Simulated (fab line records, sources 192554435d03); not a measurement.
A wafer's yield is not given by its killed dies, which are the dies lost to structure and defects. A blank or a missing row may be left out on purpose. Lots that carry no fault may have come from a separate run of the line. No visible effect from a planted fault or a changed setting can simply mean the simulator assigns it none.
fab line records	flow n5Finfet
record lots=9	wafers=26	lastDay=20
route steps=1938 shown STI_FIN_REVEAL@204 DUMMY_GATE@214 BEOL_M4@1111 PASSIVATION@1936
lots that met no fault: from a run of the same line without faults
startH: start of the lot's first displayed wafer, in hours after the record's first day	waitH: hours elapsed since this lot's preceding step	" as in the row above	L1.1+2: one row covering several wafers at once	- no value present, or no start provided	* or withheld: withheld	< > ~ a bound
route shown NAME@n: NAME is a module with steps in the file, n the number in the route of the first one	usual: mean/standard deviation taken from wafers without a fault	same: alike in all rows	chamber/n: place in a boat	sites: each site's reading	_std_site: their standard deviation	_edge_site: the outer-site mean with the inner-site mean subtracted	radiusMm: how far each site lies from the wafer's centre	mask NAME#n: copy n	behind: the last tool/chamber to shape the wafer	hold: why the lot went on hold/how many hours it stayed there/how the hold came to an end	device: whichever transistor did not switch (one of n, p or np)	end of line: the same wafers' tests at the end of the route	a step with no rows: only its recipe	killed: count of dies lost to structure and defects at first sort (not the wafer's yield)	map: dies across one wafer; x = killed, . = not, _ = none there
set.NAME: the setting as run; set.NAME@STEP: as run at that earlier step	model.NAME: the simulator's own value behind a step, which no gauge read
steps of the route over a sample of lots; a table a step, a row a wafer
services: from which hour (startH, from the record's first day; less than 0 if before it) a tool's chamber was out of use, for how many hours, and why
## steps
# step N5_STI_FIN_REVEAL_OXIDATION_33
# recipe chemistry=O2_PLASMA_REMOTE	tempC=150	timeS=20	pressureMtorr=1000	sourcePowerW=2000	o2FlowSccm=3000
# usual drypumpMotorCurrentA=6.01/0.2	heaterPowerW=141/9.6
lot.wafer	tool	chamber	startH	waitH	drypumpMotorCurrentA	heaterPowerW	rfHoursCounterH
L712.1	plasmaAsher-02	1	97.60	0.0	5.79	155	91
L712.4	"	1	"	"	5.76	153	-
L712.6	"	1	"	"	5.78	154	-
L713.1	plasmaAsher-02	0	103.71	0.0	6.20	131	93
L713.2	"	1	"	"	5.76	155	93
L713.4	"	1	"	"	5.74	151	-
L714.2	plasmaAsher-02	0	110.97	0.0	6.20	134	94
L714.4	"	1	"	"	5.77	150	-
L714.6	"	1	"	"	5.77	149	-
L715.1	plasmaAsher-02	0	115.33	0.0	6.16	134	95
L715.2	"	1	"	"	5.75	147	95
L715.4	"	1	"	"	5.76	150	-
L718.1	plasmaAsher-02	0	132.12	0.0	6.16	138	97
L718.3	"	1	"	"	5.78	154	-
L718.5	"	0	"	"	6.19	134	-
L719.1	plasmaAsher-02	1	139.68	0.0	5.74	154	99
L719.4	"	1	"	"	5.74	157	-
L719.5	"	0	"	"	6.19	131	-
L721.3	plasmaAsher-01	0	150.94	0.0	6.08	128	-
L721.6	"	1	"	"	6.21	136	-
L723.2	plasmaAsher-01	0	161.85	0.0	6.09	124	54
L723.4	"	1	"	"	6.28	146	-
L723.5	"	0	"	"	6.09	124	-
L724.2	plasmaAsher-02	0	170.32	0.0	6.18	135	104
L724.3	"	1	"	"	5.76	153	-
L724.4	"	0	"	"	6.19	132	-
# step N5_DUMMY_GATE_ALD_02
# recipe material=SiO2	targetThkA=20	tempC=300	aldPrecursorFamily=BDEAS	aldCoReactant=O2-plasma	pulseTimeS=1	pressureTorr=2
# usual heaterPowerW=490/64	precursorPulseHeightRel=0.998/0.02
lot.wafer	tool	chamber	startH	waitH	heaterPowerW	precursorPulseHeightRel
L712.1	aldSin-04	0	99.32	1.4	516	0.943
L712.4	"	2	"	"	477	0.979
L712.6	"	2	"	"	463	0.984
L713.1	aldSin-04	1	104.10	0.0	589	0.992
L713.2	"	0	"	"	521	0.994
L713.4	"	0	"	"	511	1.027
L714.2	aldSin-01	3	112.13	0.8	409	0.996
L714.4	"	1	"	"	440	1.004
L714.6	"	2	"	"	441	1.029
L715.1	aldSin-04	1	115.71	0.0	592	1.002
L715.2	"	0	"	"	514	0.985
L715.4	"	3	"	"	559	0.949
L718.1	aldSin-03	1	132.50	0.0	454	1.007
L718.3	"	2	"	"	517	0.999
L718.5	"	1	"	"	459	0.977
L719.1	aldSin-04	3	140.65	0.6	582	0.954
L719.4	"	1	"	"	584	0.998
L719.5	"	0	"	"	506	0.981
L721.3	aldSin-03	2	151.31	0.0	535	0.984
L721.6	"	1	"	"	448	0.981
L723.2	aldSin-03	3	162.24	0.0	530	1.023
L723.4	"	1	"	"	452	0.987
L723.5	"	0	"	"	441	0.977
L724.2	aldSin-03	0	170.87	0.0	439	1.004
L724.3	"	2	"	"	521	1.004
L724.4	"	1	"	"	459	0.999
# step N5_DUMMY_GATE_ETCH_36
# recipe chemistry=CF4	target=SiARC	targetDepthA=130	pressureMtorr=40	sourceW=545	biasW=36	Ar_flow_sccm=100	cf4FlowSccm=100	ionEnergyEv=80
# usual biasW=36.00/0.097	cf4FlowSccm=100.0/0.33	drypumpMotorCurrentA=5.61/0.29	oesProductAu=0.79/0.074	rfVppV=183.9/1.1	showerheadPlenumPTorr=2.13/0.077	throttleValvePct=15.60/0.16
lot.wafer	tool	chamber	startH	waitH	biasW	cf4FlowSccm	drypumpMotorCurrentA	oesProductAu	rfHoursCounterH	rfVppV	showerheadPlenumPTorr	throttleValvePct
L712.1	rieDiel-02	1	107.93	0.0	-	-	-	-	-	-	-	-
L712.4	"	1	"	"	-	-	-	-	-	-	-	-
L712.6	"	0	"	"	-	-	-	-	-	-	-	-
L713.1	rieDiel-03	0	112.71	0.0	-	-	-	-	-	-	-	-
L713.2	"	1	"	"	-	-	-	-	-	-	-	-
L713.4	"	2	"	"	-	-	-	-	-	-	-	-
L714.2	rieDiel-03	2	121.53	0.0	-	-	-	-	-	-	-	-
L714.4	"	3	"	"	-	-	-	-	-	-	-	-
L714.6	"	0	"	"	-	-	-	-	-	-	-	-
L715.1	rieDiel-06	1	124.54	0.0	35.97	100.0	5.40	0.85	50	184.6	2.18	15.60
L715.2	"	2	"	"	35.94	100.1	5.85	0.80	90	181.5	2.00	15.59
L715.4	"	0	"	"	35.88	99.8	5.52	0.99	4	183.8	2.10	15.16
L718.1	rieDiel-03	1	141.25	0.0	36.07	100.0	6.45	0.78	142	184.4	2.15	15.67
L718.3	"	0	"	"	36.08	99.7	6.01	0.88	23	185.3	2.19	15.49
L718.5	"	0	"	"	36.04	100.1	6.02	0.87	-	184.0	2.19	15.49
L719.1	rieDiel-02	0	149.51	0.0	35.92	99.7	5.52	0.79	91	183.7	2.07	15.39
L719.4	"	2	"	"	36.07	99.7	5.51	0.78	170	185.2	2.15	15.71
L719.5	"	3	"	"	36.01	100.1	5.67	0.72	-	182.2	2.03	15.74
L721.3	rieDiel-02	2	159.92	0.0	35.96	100.2	5.51	0.77	173	184.5	2.15	15.70
L721.6	"	3	"	"	36.03	100.0	5.64	0.72	-	183.0	2.03	15.75
L723.2	rieDiel-02	0	170.95	0.0	35.91	99.7	5.52	0.80	97	181.9	2.07	15.42
L723.4	"	3	"	"	36.04	100.0	5.66	0.72	194	184.2	2.03	15.74
L723.5	"	2	"	"	35.91	100.2	5.51	0.78	-	184.4	2.14	15.70
L724.2	rieDiel-02	0	183.13	0.0	35.97	100.2	5.54	0.80	100	184.0	2.07	15.41
L724.3	"	2	"	"	36.08	99.9	5.54	0.77	177	183.3	2.14	15.72
L724.4	"	1	"	"	35.82	100.5	5.40	0.87	64	185.0	2.26	15.40
# step N5_DUMMY_GATE_ETCH_37
# recipe chemistry=N2/H2	target=SOC	targetDepthA=600	overetchA=300	tempC=40	ionEnergyEv=200	pressureMtorr=30	sourceW=840	biasW=150	n2FlowSccm=200	h2FlowSccm=200
# usual biasW=150.0/0.44	chamberPressureMTorr=30.002/0.028	drypumpMotorCurrentA=5.61/0.29	oesProductAu=0.63/0.058	rfVppV=523.5/2.7	showerheadPlenumPTorr=2.53/0.09	throttleValvePct=17.78/0.17
lot.wafer	tool	chamber	startH	waitH	biasW	chamberPressureMTorr	drypumpMotorCurrentA	oesProductAu	rfHoursCounterH	rfVppV	showerheadPlenumPTorr	throttleValvePct
L712.1	rieDiel-02	1	107.97	0.0	149.9	29.986	5.44	0.33	40	528.6	2.69	17.42
L712.4	"	1	"	"	149.5	29.984	5.43	0.32	-	528.2	2.69	17.42
L712.6	"	0	"	"	149.6	29.975	5.51	0.30	-	521.9	2.49	17.74
L713.1	rieDiel-03	0	112.75	0.0	149.8	30.016	5.99	0.35	15	524.3	2.64	17.93
L713.2	"	1	"	"	150.8	29.993	6.46	0.29	137	525.0	2.54	17.64
L713.4	"	2	"	"	151.1	30.007	5.38	0.26	198	526.9	2.62	17.81
L714.2	rieDiel-03	2	121.57	0.0	150.9	29.953	5.40	0.26	201	526.9	2.62	17.81
L714.4	"	3	"	"	150.1	29.956	4.94	0.29	-	527.3	2.65	18.14
L714.6	"	0	"	"	149.8	30.014	6.00	0.34	-	523.4	2.64	17.92
L715.1	rieDiel-06	1	124.58	0.0	149.6	30.036	5.38	0.69	50	525.6	2.57	17.57
L715.2	"	2	"	"	149.8	30.055	5.88	0.64	90	518.6	2.37	17.86
L715.4	"	0	"	"	149.7	29.989	5.50	0.77	4	523.4	2.50	17.44
L718.1	rieDiel-03	1	141.29	0.0	150.2	30.004	6.46	0.62	142	523.0	2.54	17.69
L718.3	"	0	"	"	149.9	30.022	6.01	0.71	23	525.4	2.63	17.99
L718.5	"	0	"	"	150.3	30.019	6.01	0.72	-	526.1	2.63	17.99
L719.1	rieDiel-02	0	149.55	0.0	150.1	30.013	5.55	0.64	91	520.8	2.48	17.79
L719.4	"	2	"	"	149.8	30.006	5.55	0.59	170	522.1	2.51	17.77
L719.5	"	3	"	"	150.4	29.983	5.67	0.59	-	520.9	2.41	17.84
L721.3	rieDiel-02	2	159.96	0.0	150.0	30.043	5.53	0.60	173	524.5	2.51	17.80
L721.6	"	3	"	"	150.4	30.040	5.65	0.59	-	519.4	2.41	17.86
L723.2	rieDiel-02	0	170.99	0.0	150.4	29.998	5.54	0.65	97	522.1	2.48	17.82
L723.4	"	3	"	"	150.0	29.971	5.66	0.59	194	520.8	2.41	17.88
L723.5	"	2	"	"	149.9	29.954	5.54	0.59	-	524.1	2.51	17.77
L724.2	rieDiel-02	0	183.17	0.0	149.3	30.023	5.54	0.65	100	521.8	2.48	17.79
L724.3	"	2	"	"	149.8	29.961	5.53	0.59	177	521.3	2.51	17.79
L724.4	"	1	"	"	150.4	29.996	5.43	0.67	64	528.6	2.68	17.51
# step N5_DUMMY_GATE_CD_MEAS_50
# recipe targetCdNm=14
# usual cdNm=13.9/0.45
lot.wafer	tool	chamber	startH	waitH	cdNm
L712.1	cdSem-01	-	108.20	0.0	-
L712.4	"	-	"	"	-
L712.6	"	-	"	"	-
L713.1	cdSem-02	-	113.15	0.0	-
L713.2	"	-	"	"	-
L713.4	"	-	"	"	-
L714.2	cdSem-03	-	121.81	0.0	-
L714.4	"	-	"	"	-
L714.6	"	-	"	"	-
L715.1	cdSem-02	-	124.82	0.0	13.9
L715.2	"	-	"	"	14.2
L715.4	"	-	"	"	13.6
L718.1	cdSem-02	-	141.52	0.0	13.7
L718.3	"	-	"	"	13.4
L718.5	"	-	"	"	13.2
L719.1	cdSem-01	-	149.78	0.0	13.9
L719.4	"	-	"	"	14.2
L719.5	"	-	"	"	13.5
L721.3	cdSem-03	-	160.32	0.0	13.7
L721.6	"	-	"	"	14.6
L723.2	cdSem-03	-	171.22	0.0	13.4
L723.4	"	-	"	"	14.2
L723.5	"	-	"	"	13.6
L724.2	cdSem-02	-	183.41	0.0	13.8
L724.3	"	-	"	"	13.1
L724.4	"	-	"	"	13.4
# step N5_DUMMY_GATE_ETCH_32
# recipe chemistry=CF4	target=SiO2	targetDepthA=35	timeS=3.9	ionEnergyEv=350	pressureMtorr=10	icpW=800	biasW=400	cf4FlowSccm=80
# usual biasW=399.9/1.3	cf4FlowSccm=79.96/0.22	drypumpMotorCurrentA=5.8/0.37	heBacksideLeakSccm=2.8/0.41	oesProductAu=0.995/0.027	throttleValvePct=21.91/0.19
lot.wafer	tool	chamber	startH	waitH	biasW	cf4FlowSccm	drypumpMotorCurrentA	heBacksideLeakSccm	oesProductAu	rfHoursCounterH	throttleValvePct
L712.1	rieSi-04	2	108.49	0.1	397.7	79.76	5.9	2.6	1.006	118	21.72
L712.4	"	3	"	"	402.1	80.09	5.9	3.1	0.991	175	21.66
L712.6	"	0	"	"	401.0	80.12	5.6	2.9	0.975	-	21.71
L713.1	rieSi-03	0	113.45	0.1	400.3	80.14	5.8	2.6	1.031	2	21.73
L713.2	"	2	"	"	399.3	79.65	5.6	2.9	1.003	82	22.09
L713.4	"	1	"	"	400.5	79.95	5.8	3.0	0.943	152	21.91
L714.2	rieSi-04	1	122.20	0.1	401.3	80.14	5.6	3.0	1.038	140	22.09
L714.4	"	3	"	"	397.1	79.99	5.9	2.9	0.987	175	21.65
L714.6	"	0	"	"	400.4	79.96	5.6	2.6	0.983	-	21.70
L715.1	rieSi-04	1	125.12	0.1	398.2	79.96	5.5	3.3	1.034	141	22.11
L715.2	"	0	"	"	402.2	80.19	5.6	2.8	0.977	3	21.71
L715.4	"	2	"	"	400.0	79.58	5.9	2.7	1.000	119	21.74
L718.1	rieSi-04	1	141.81	0.1	401.1	80.07	5.6	3.3	1.032	141	22.08
L718.3	"	0	"	"	400.0	80.17	5.6	2.7	0.992	4	21.72
L718.5	"	0	"	"	400.1	80.21	5.6	2.9	0.993	-	21.69
L719.1	rieSi-03	3	150.07	0.1	399.8	80.08	6.5	3.3	1.030	193	22.05
L719.4	"	2	"	"	399.3	79.85	5.6	3.0	1.004	82	22.09
L719.5	"	0	"	"	399.7	79.82	5.8	2.5	1.024	-	21.74
L721.3	rieSi-04	2	160.65	0.1	402.0	80.24	5.9	2.8	1.007	119	21.73
L721.6	"	0	"	"	399.9	80.00	5.6	2.9	0.982	-	21.71
L723.2	rieSi-05	3	171.52	0.1	399.2	79.58	5.1	2.7	0.965	9	22.23
L723.4	"	2	"	"	398.7	80.36	5.1	2.3	0.970	93	22.04
L723.5	"	1	"	"	399.5	79.86	5.9	2.3	0.989	-	22.26
L724.2	rieSi-03	1	183.70	0.1	401.9	79.52	5.9	2.7	0.958	153	21.94
L724.3	"	2	"	"	401.0	80.03	5.6	3.1	0.999	83	22.09
L724.4	"	2	"	"	400.8	79.86	5.6	3.1	0.997	-	22.10
# step N5_BEOL_M4_RC_MEAS_101
# usual DIBL_N=36.5/2.1	DIBL_P=36.6/2.6	IOFF_N=0.17/0.044	IOFF_P=0.21/0.048	ION_N=674/17	ION_P=462/9.5	SS_N=71.6/0.77	SS_P=73.5/0.72	VT_N=250/4.2	VT_P=-250/3.9
lot.wafer	tool	chamber	startH	waitH	DIBL_N[mV/V]	DIBL_P[mV/V]	IOFF_N[nA/um]	IOFF_P[nA/um]	ION_N[uA/um]	ION_P[uA/um]	SS_N[mV/dec]	SS_P[mV/dec]	VT_N[mV]	VT_P[mV]
L715.1	prober-01	0	288.22	0.0	38.7	38.6	0.21	0.25	703	473	71.7	74.1	243	-249
L715.2	"	0	"	"	38.1	38.9	0.21	0.25	696	480	71.5	73.7	244	-248
L715.4	"	0	"	"	36.4	36.6	0.16	0.21	677	455	70.9	73.3	248	-250
L719.1	prober-01	0	299.93	0.0	37.2	36.8	0.19	0.27	692	484	72.1	74.2	245	-244
L719.4	"	0	"	"	33.4	33.5	0.13	0.20	670	467	70.7	73.6	251	-249
L719.5	"	0	"	"	35.6	34.8	0.16	0.23	662	469	71.8	73.9	249	-244
L721.3	prober-01	0	317.52	0.3	36.3	36.1	0.14	0.17	664	456	72.5	73.6	254	-256
L721.6	"	0	"	"	35.6	35.6	0.12	0.15	648	443	71.6	73.0	254	-259
L718.1	prober-01	0	320.73	0.6	35.4	36.2	0.16	0.21	656	459	71.1	74.2	251	-250
L718.3	"	0	"	"	36.4	38.3	0.19	0.23	682	465	71.7	74.2	247	-251
L718.5	"	0	"	"	34.7	35.6	0.14	0.19	649	455	71.7	73.3	253	-250
L724.2	prober-02	0	339.48	0.2	34.4	33.6	0.13	0.17	667	457	70.5	72.3	250	-251
L724.3	"	0	"	"	36.6	36.6	0.17	0.22	691	472	71.7	73.8	249	-248
L724.4	"	0	"	"	37.4	37.9	0.18	0.24	679	468	71.6	73.5	250	-246
L723.2	prober-02	0	346.14	0.2	36.3	37.5	0.18	0.28	697	485	72.9	73.5	248	-246
L723.4	"	0	"	"	37.3	39.0	0.22	0.31	695	473	72.6	73.7	246	-241
L723.5	"	0	"	"	34.7	33.1	0.14	0.19	648	451	72.8	72.3	257	-251
# step N5_PASSIVATION_PROBE_49
# usual killed_at_M0_to_M3=36/10	killed_at_M4_up=14/5.2	killedAtContacts=12/6	killedAtFrontEnd=37/10	killedAtOther=4/3.3	killedDies=104/18	killedOnRim=14/4.1	killedOpen=68/14	killedShort=34/7.4
# same grossDies=1180	killedAtBackSide=0
lot.wafer	tool	chamber	startH	waitH	killed_at_M0_to_M3	killed_at_M4_up	killedAtContacts	killedAtFrontEnd	killedAtOther	killedDies	killedOnRim	killedOpen	killedShort
L712.1	prober-01	-	375.60	0.0	39	15	9	1114	3	1180	152	68	37
L712.4	prober-01	-	375.75	0.2	31	15	7	1126	1	1180	152	51	36
L712.6	prober-01	-	375.85	0.3	48	10	8	1113	1	1180	152	69	42
L713.1	prober-01	-	388.69	0.0	50	16	12	1102	0	1180	152	64	43
L713.2	prober-01	-	388.74	0.1	46	12	10	1112	0	1180	152	73	30
L713.4	prober-01	-	388.84	0.2	28	11	11	1128	2	1180	152	58	29
L715.1	prober-01	-	401.20	0.0	41	15	2	34	4	96	9	67	29
L715.2	prober-01	-	401.25	0.1	33	22	9	35	4	103	13	67	33
L715.4	prober-01	-	401.35	0.2	24	11	9	27	3	74	8	48	24
L714.2	prober-02	-	419.64	0.1	26	8	25	1119	2	1180	152	52	37
L714.4	prober-02	-	419.74	0.2	36	18	9	1113	4	1180	152	60	50
L714.6	prober-02	-	419.84	0.3	45	19	17	1097	2	1180	152	77	34
L719.1	prober-01	-	420.03	0.0	25	9	7	32	14	87	14	45	34
L719.4	prober-01	-	420.18	0.2	29	21	8	37	10	105	19	67	34
L719.5	prober-01	-	420.23	0.2	36	13	9	26	11	95	17	60	30
L721.3	prober-01	-	439.15	0.1	40	12	3	29	5	89	12	55	34
L721.6	prober-01	-	439.30	0.3	47	10	9	48	2	116	10	65	51
L718.1	prober-01	-	470.34	0.0	36	12	9	43	1	101	11	64	35
L718.3	prober-01	-	470.44	0.1	27	15	4	47	11	104	12	76	27
L718.5	prober-01	-	470.54	0.2	22	6	12	49	6	95	12	62	31
L723.2	prober-02	-	488.71	0.1	50	12	18	30	3	113	13	75	38
L723.4	prober-02	-	488.81	0.2	35	19	13	28	8	103	14	65	36
L723.5	prober-02	-	488.86	0.2	52	10	14	19	6	101	15	61	40
# killed by level:class
L712.1 DUMMY_GATE:areaEtch=1075 BEOL_M0_SAQP:geometricParticle:open=16 FIN_SAQP:geometricParticle:short=12 FIN_SAQP:geometricParticle:open=9 BEOL_M0_SAQP:geometricParticle:short=9 MOL_CONTACT_COAG:geometricParticle:open=7 ILD0:geometricParticle:open=5 BEOL_M2:geometricParticle:open=5
L712.4 DUMMY_GATE:areaEtch=1092 FIN_SAQP:geometricParticle:short=15 BEOL_M0_SAQP:geometricParticle:short=11 BEOL_M0_SAQP:geometricParticle:open=9 FIN_SAQP:geometricParticle:open=8 MOL_CONTACT_COAG:geometricParticle:open=6 BEOL_M3:geometricParticle:open=6 BEOL_M4:geometricParticle:open=5
L712.6 DUMMY_GATE:areaEtch=1069 BEOL_M0_SAQP:geometricParticle:open=17 BEOL_M0_SAQP:geometricParticle:short=13 FIN_SAQP:geometricParticle:short=11 BEOL_M3:geometricParticle:open=11 FIN_SAQP:geometricParticle:open=10 GATE_CUT:geometricParticle:short=7 MOL_CONTACT_COAG:geometricParticle:open=7
L713.1 DUMMY_GATE:areaEtch=1073 BEOL_M0_SAQP:geometricParticle:short=13 BEOL_M3:geometricParticle:open=11 MOL_CONTACT_COAG:geometricParticle:open=9 BEOL_M4:geometricParticle:open=7 BEOL_M1:geometricParticle:open=6 STI_FIN_REVEAL:geometricParticle:open=6 BEOL_M0_SAQP:geometricParticle:open=6
L713.2 DUMMY_GATE:areaEtch=1076 BEOL_M0_SAQP:geometricParticle:open=12 BEOL_M3:geometricParticle:open=11 BEOL_M1:geometricParticle:open=9 MOL_CONTACT_COAG:geometricParticle:open=8 BEOL_M0_SAQP:geometricParticle:short=8 FIN_SAQP:geometricParticle:short=5 STI_FIN_REVEAL:geometricParticle:open=5
L713.4 DUMMY_GATE:areaEtch=1093 MOL_CONTACT_COAG:geometricParticle:open=11 BEOL_M3:geometricParticle:open=10 FIN_SAQP:geometricParticle:open=8 STI_FIN_REVEAL:geometricParticle:open=8 FIN_SAQP:geometricParticle:short=7 GATE_CUT:geometricParticle:short=6 BEOL_M2:geometricParticle:open=6
L715.1 BEOL_M0_SAQP:geometricParticle:short=14 STI_FIN_REVEAL:geometricParticle:open=10 BEOL_M3:geometricParticle:open=10 FIN_SAQP:geometricParticle:open=7 BEOL_M0_SAQP:geometricParticle:open=7 BEOL_M4:geometricParticle:open=6 FIN_SAQP:geometricParticle:short=4 BEOL_M7:geometricParticle:open=4
L715.2 BEOL_M4:geometricParticle:open=13 BEOL_M0_SAQP:geometricParticle:open=12 MOL_CONTACT_COAG:geometricParticle:open=9 STI_FIN_REVEAL:geometricParticle:open=8 BEOL_M0_SAQP:geometricParticle:short=7 FIN_SAQP:geometricParticle:short=6 FIN_SAQP:geometricParticle:open=5 DUMMY_GATE:geometricParticle:open=4
L715.4 BEOL_M0_SAQP:geometricParticle:open=9 FIN_SAQP:geometricParticle:open=7 MOL_CONTACT_COAG:geometricParticle:open=7 BEOL_M0_SAQP:geometricParticle:short=6 BEOL_M0:geometricParticle:open=4 STARTING-WAFER:geometricParticle:short=4 GATE_CUT:geometricParticle:open=3 GATE_CUT:geometricParticle:short=3
L714.2 DUMMY_GATE:areaEtch=1090 MOL_CONTACT_COAG:geometricParticle:open=20 FIN_SAQP:geometricParticle:short=5 MOL_CONTACT_COAG:geometricParticle:short=5 BEOL_M0_SAQP:geometricParticle:short=5 BEOL_M0_SAQP:geometricParticle:open=5 BEOL_M1:geometricParticle:open=5 BEOL_M3:geometricParticle:short=5
L714.4 DUMMY_GATE:areaEtch=1070 FIN_SAQP:geometricParticle:open=13 BEOL_M0_SAQP:geometricParticle:open=13 BEOL_M0_SAQP:geometricParticle:short=13 MOL_CONTACT_COAG:geometricParticle:open=6 BEOL_M5:geometricParticle:short=6 FIN_SAQP:geometricParticle:short=5 ILD0:geometricParticle:short=5
L714.6 DUMMY_GATE:areaEtch=1069 BEOL_M0_SAQP:geometricParticle:open=18 MOL_CONTACT_COAG:geometricParticle:open=15 BEOL_M0_SAQP:geometricParticle:short=13 DUMMY_GATE:geometricParticle:open=7 BEOL_M3:geometricParticle:open=6 FIN_SAQP:geometricParticle:open=5 ILD0:geometricParticle:short=5
L719.1 STI_FIN_REVEAL:geometricParticle:open=8 MOL_CONTACT_COAG:geometricParticle:open=6 PASSIVATION:areaEtch=6 BEOL_M0_SAQP:geometricParticle:short=5 BEOL_M4:geometricParticle:open=5 STARTING-WAFER:geometricParticle:short=5 FIN_SAQP:geometricParticle:short=4 GATE_CUT:geometricParticle:short=4
L719.4 BEOL_M0_SAQP:geometricParticle:open=8 BEOL_M0_SAQP:geometricParticle:short=7 BEOL_M3:geometricParticle:open=7 BEOL_M4:geometricParticle:open=7 BEOL_M3:geometricParticle:short=6 GATE_CUT:geometricParticle:short=6 MOL_CONTACT_COAG:geometricParticle:open=6 BEOL_M5:geometricParticle:open=6
L719.5 FIN_SAQP:geometricParticle:open=8 MOL_CONTACT_COAG:geometricParticle:open=8 BEOL_M3:geometricParticle:open=8 BEOL_M4:geometricParticle:open=8 BEOL_M0_SAQP:geometricParticle:short=6 GATE_CUT:geometricParticle:short=5 BEOL_M0_SAQP:geometricParticle:open=5 FIN_SAQP:geometricParticle:short=4
L721.3 BEOL_M0_SAQP:geometricParticle:short=11 FIN_SAQP:geometricParticle:open=10 BEOL_M3:geometricParticle:open=9 DUMMY_GATE:geometricParticle:open=7 BEOL_M0_SAQP:geometricParticle:open=7 BEOL_M1:geometricParticle:open=5 FIN_SAQP:geometricParticle:short=3 BEOL_M2:geometricParticle:open=3
L721.6 BEOL_M0_SAQP:geometricParticle:short=19 BEOL_M0_SAQP:geometricParticle:open=13 FIN_SAQP:geometricParticle:open=11 DUMMY_GATE:geometricParticle:open=10 FIN_SAQP:geometricParticle:short=9 MOL_CONTACT_COAG:geometricParticle:open=6 BEOL_M5:geometricParticle:open=5 BEOL_M2:geometricParticle:open=4
L718.1 BEOL_M2:geometricParticle:open=12 STI_FIN_REVEAL:geometricParticle:open=11 FIN_SAQP:geometricParticle:open=9 FIN_SAQP:geometricParticle:short=6 BEOL_M0_SAQP:geometricParticle:open=6 GATE_CUT:geometricParticle:short=5 MOL_CONTACT_COAG:geometricParticle:open=5 BEOL_M4:geometricParticle:open=5
L718.3 FIN_SAQP:geometricParticle:open=22 GATE_CUT:geometricParticle:open=9 FIN_SAQP:geometricParticle:short=8 BEOL_M0_SAQP:geometricParticle:short=8 BEOL_M5:geometricParticle:open=8 BEOL_M0_SAQP:geometricParticle:open=6 MIM_TOP:geometricParticle:open=5 STI_FIN_REVEAL:geometricParticle:open=4
L718.5 FIN_SAQP:geometricParticle:open=14 MOL_CONTACT_COAG:geometricParticle:open=10 STI_FIN_REVEAL:geometricParticle:open=9 GATE_CUT:geometricParticle:short=8 FIN_SAQP:geometricParticle:short=5 BEOL_M1:geometricParticle:open=5 DUMMY_GATE:geometricParticle:open=4 BEOL_M2:geometricParticle:short=4
L723.2 MOL_CONTACT_COAG:geometricParticle:open=15 FIN_SAQP:geometricParticle:short=12 BEOL_M0_SAQP:geometricParticle:short=12 BEOL_M0_SAQP:geometricParticle:open=11 BEOL_M2:geometricParticle:open=9 BEOL_M1:geometricParticle:open=7 FIN_SAQP:geometricParticle:open=6 BEOL_M0:geometricParticle:open=5
L723.4 MOL_CONTACT_COAG:geometricParticle:open=12 FIN_SAQP:geometricParticle:short=10 BEOL_M0_SAQP:geometricParticle:open=10 BEOL_M2:geometricParticle:open=8 BEOL_M4:geometricParticle:open=5 BEOL_M0_SAQP:geometricParticle:short=4 BEOL_M4:geometricParticle:short=4 MIM_TOP_ETCH:geometricParticle:short=4
L723.5 MOL_CONTACT_COAG:geometricParticle:open=12 BEOL_M0_SAQP:geometricParticle:short=10 BEOL_M0_SAQP:geometricParticle:open=10 BEOL_M2:geometricParticle:open=10 GATE_CUT:geometricParticle:short=5 BEOL_M0:geometricParticle:open=5 BEOL_M1:geometricParticle:short=4 BEOL_M3:geometricParticle:open=4
## services
tool	chamber	startH	hours	kind
aldSin-04	-	85.32	14.0	pm
aldSin-04	0	85.32	14.0	ventCycle
aldSin-04	1	85.32	14.0	ventCycle
aldSin-04	2	85.32	14.0	ventCycle
aldSin-04	3	85.32	14.0	ventCycle
rieSi-05	-	90.61	0.2	repair
aldSin-04	0	99.32	-	clean
aldSin-04	1	99.32	-	clean
plasmaAsher-02	-	102.12	0.7	repair
aldSin-04	2	102.73	16.2	repair
rieDiel-02	2	105.66	4.1	repair
rieDiel-02	0	109.46	16.2	repair
rieDiel-02	3	114.40	6.5	repair
rieDiel-03	1	114.46	10.7	repair
rieSi-05	-	114.55	0.3	repair
rieSi-05	3	124.57	9.0	repair
rieDiel-03	3	139.89	3.5	repair
rieSi-03	-	143.02	2.8	pm
plasmaAsher-01	-	149.75	0.5	repair
rieSi-05	1	157.05	4.5	repair
plasmaAsher-02	-	158.29	5.8	repair
rieDiel-02	2	162.48	6.6	repair
rieDiel-06	3	163.11	4.1	repair
aldSin-01	-	176.75	14.0	pm
## key
firstSign step=N5_DUMMY_GATE_ETCH_36	reading=toolRecord	direction=missing
effect step=N5_DUMMY_GATE_ETCH_37	reading=oesProductAu	direction=down	sigmas=5.6	usual=0.63	struck=0.31
effect step=N5_DUMMY_GATE_CD_MEAS_50	reading=cdNm	direction=missing
effect step=N5_PASSIVATION_PROBE_49	reading=killedAtFrontEnd	direction=up	sigmas=99+	usual=37	struck=1114
moreKillsBornAt N5_DUMMY_GATE_ETCH_36@rieDiel-03=6471	N5_DUMMY_GATE_ETCH_36@rieDiel-02=3236
metAt N5_DUMMY_GATE_ETCH_36
struckLots L712,L713,L714
laterRowsLeftOut L712.1,L712.4,L712.6,L713.1,L713.2,L713.4,L714.2,L714.4,L714.6
testerLeftOut L712,L713,L714
notActingAt N5_STI_FIN_REVEAL_OXIDATION_33,N5_DUMMY_GATE_ALD_02,N5_DUMMY_GATE_ETCH_32
fault kind=skippedStepWhole	tool=rieDiel-02,rieDiel-03	chamber=-	onsetH=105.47	steps=N5_DUMMY_GATE_ETCH_36	scope=struckLotsOnly
# testerLeftOut: of these lots the tester's yield and bins aren't shown, on N5 and GAA mostly nor the transistor test; their killed dies are dies lost to structure and defects alone, not to doping, threshold or leakage, so they don't give the yield
# laterRowsLeftOut: the simulator's readings of these wafers behind a module that went badly wrong aren't trusted and aren't shown, but for the sort
